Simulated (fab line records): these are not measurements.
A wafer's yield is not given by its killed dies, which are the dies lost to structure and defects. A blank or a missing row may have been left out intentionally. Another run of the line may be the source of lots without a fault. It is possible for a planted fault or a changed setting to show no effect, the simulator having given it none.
Chamber matching || flow nand-harc || rie-diel-11 running NHARC_P_M1_DESCUM_14: 4 sister chambers
The step chemistry O2, time 3 s. 14 wafers are shown with their chamber, then 7 later ones without.

== WAFERS, EACH WITH ITS CHAMBER ==
{"wafer": "L074.1", "chamber": 3, "showerhead-plenum-p-Torr (Torr)": 1.87, "drypump-motor-current-A (A)": 5.86, "throttle-valve-pct (%)": 11.313}
{"wafer": "L074.2", "chamber": 1, "showerhead-plenum-p-Torr (Torr)": 1.78, "drypump-motor-current-A (A)": 6.11, "throttle-valve-pct (%)": 11.313}
{"wafer": "L074.5", "chamber": 3, "showerhead-plenum-p-Torr (Torr)": 1.87, "drypump-motor-current-A (A)": 5.87, "throttle-valve-pct (%)": 11.295}
{"wafer": "L075.1", "chamber": 1, "showerhead-plenum-p-Torr (Torr)": 1.78, "drypump-motor-current-A (A)": 6.19, "throttle-valve-pct (%)": 11.295}
{"wafer": "L075.3", "chamber": 3, "showerhead-plenum-p-Torr (Torr)": 1.87, "drypump-motor-current-A (A)": 5.87, "throttle-valve-pct (%)": 11.308}
{"wafer": "L075.4", "chamber": 0, "showerhead-plenum-p-Torr (Torr)": 2.00, "drypump-motor-current-A (A)": 6.45, "throttle-valve-pct (%)": 11.300}
{"wafer": "L080.1", "chamber": 0, "showerhead-plenum-p-Torr (Torr)": 2.00, "drypump-motor-current-A (A)": 6.46, "throttle-valve-pct (%)": 11.311}
{"wafer": "L080.4", "chamber": 3, "showerhead-plenum-p-Torr (Torr)": 1.87, "drypump-motor-current-A (A)": 5.87, "throttle-valve-pct (%)": 11.301}
{"wafer": "L080.6", "chamber": 3, "showerhead-plenum-p-Torr (Torr)": 1.87, "drypump-motor-current-A (A)": 5.80, "throttle-valve-pct (%)": 11.311}
{"wafer": "L081.1", "chamber": 3, "showerhead-plenum-p-Torr (Torr)": 1.87, "drypump-motor-current-A (A)": 5.86, "throttle-valve-pct (%)": 11.311}
{"wafer": "L081.4", "chamber": 1, "showerhead-plenum-p-Torr (Torr)": 1.77, "drypump-motor-current-A (A)": 6.17, "throttle-valve-pct (%)": 11.298}
{"wafer": "L081.6", "chamber": 2, "showerhead-plenum-p-Torr (Torr)": 1.94, "drypump-motor-current-A (A)": 5.56, "throttle-valve-pct (%)": 11.316}
{"wafer": "L083.2", "chamber": 1, "showerhead-plenum-p-Torr (Torr)": 1.77, "drypump-motor-current-A (A)": 6.17, "throttle-valve-pct (%)": 11.317}
{"wafer": "L083.4", "chamber": 3, "showerhead-plenum-p-Torr (Torr)": 1.87, "drypump-motor-current-A (A)": 5.87, "throttle-valve-pct (%)": 11.307}

SIGNATURES, as means of the wafers listed above
{"reading": "showerhead-plenum-p-Torr", "chamber 0": 2.0000, "chamber 1": 1.7750, "chamber 2": 1.9400, "chamber 3": 1.8700, "scatter within a chamber": 0.00316}
{"reading": "drypump-motor-current-A", "chamber 0": 6.4550, "chamber 1": 6.1600, "chamber 2": 5.5600, "chamber 3": 5.8571, "scatter within a chamber": 0.0276}
{"reading": "throttle-valve-pct", "chamber 0": 11.30550, "chamber 1": 11.30575, "chamber 2": 11.31600, "chamber 3": 11.30657, "scatter within a chamber": 0.00814}
Rule: distance of a wafer from a chamber = root of the sum over the readings of ((wafer's reading minus chamber's mean) / reading's scatter) squared. The wafer belongs to the nearest chamber; if the next one is less than 2 further off, it can't be placed. How the scatter is found: for the shown wafers, subtract from each reading the mean of its chamber, square and add these, divide the total by (wafers less chambers), then take the root.

== WAFERS WITH NO CHAMBER GIVEN ==
{"wafer": "L083.5", "showerhead-plenum-p-Torr (Torr)": 1.93, "drypump-motor-current-A (A)": 5.54, "throttle-valve-pct (%)": 11.315}
{"wafer": "L088.1", "showerhead-plenum-p-Torr (Torr)": 1.86, "drypump-motor-current-A (A)": 5.87, "throttle-valve-pct (%)": 11.294}
{"wafer": "L088.3", "showerhead-plenum-p-Torr (Torr)": 1.93, "drypump-motor-current-A (A)": 5.56, "throttle-valve-pct (%)": 11.318}
{"wafer": "L088.4", "showerhead-plenum-p-Torr (Torr)": 2.00, "drypump-motor-current-A (A)": 6.49, "throttle-valve-pct (%)": 11.308}
{"wafer": "L089.3", "showerhead-plenum-p-Torr (Torr)": 1.93, "drypump-motor-current-A (A)": 5.56, "throttle-valve-pct (%)": 11.314}
{"wafer": "L089.4", "showerhead-plenum-p-Torr (Torr)": 1.86, "drypump-motor-current-A (A)": 5.85, "throttle-valve-pct (%)": 11.307}
{"wafer": "L089.5", "showerhead-plenum-p-Torr (Torr)": 2.00, "drypump-motor-current-A (A)": 6.49, "throttle-valve-pct (%)": 11.311}

== WHICH CHAMBER EACH ONE RAN IN ==
{"wafer": "L083.5", "from the rows above": 2, "in truth": 2}
{"wafer": "L088.1", "from the rows above": 3, "in truth": 3}
{"wafer": "L088.3", "from the rows above": 2, "in truth": 2}
{"wafer": "L088.4", "from the rows above": 0, "in truth": 0}
{"wafer": "L089.3", "from the rows above": 2, "in truth": 2}
{"wafer": "L089.4", "from the rows above": 3, "in truth": 3}
{"wafer": "L089.5", "from the rows above": 0, "in truth": 0}
Correctly placed: 7 of 7. Not placeable from these rows: 0. Wrongly placed: 0.
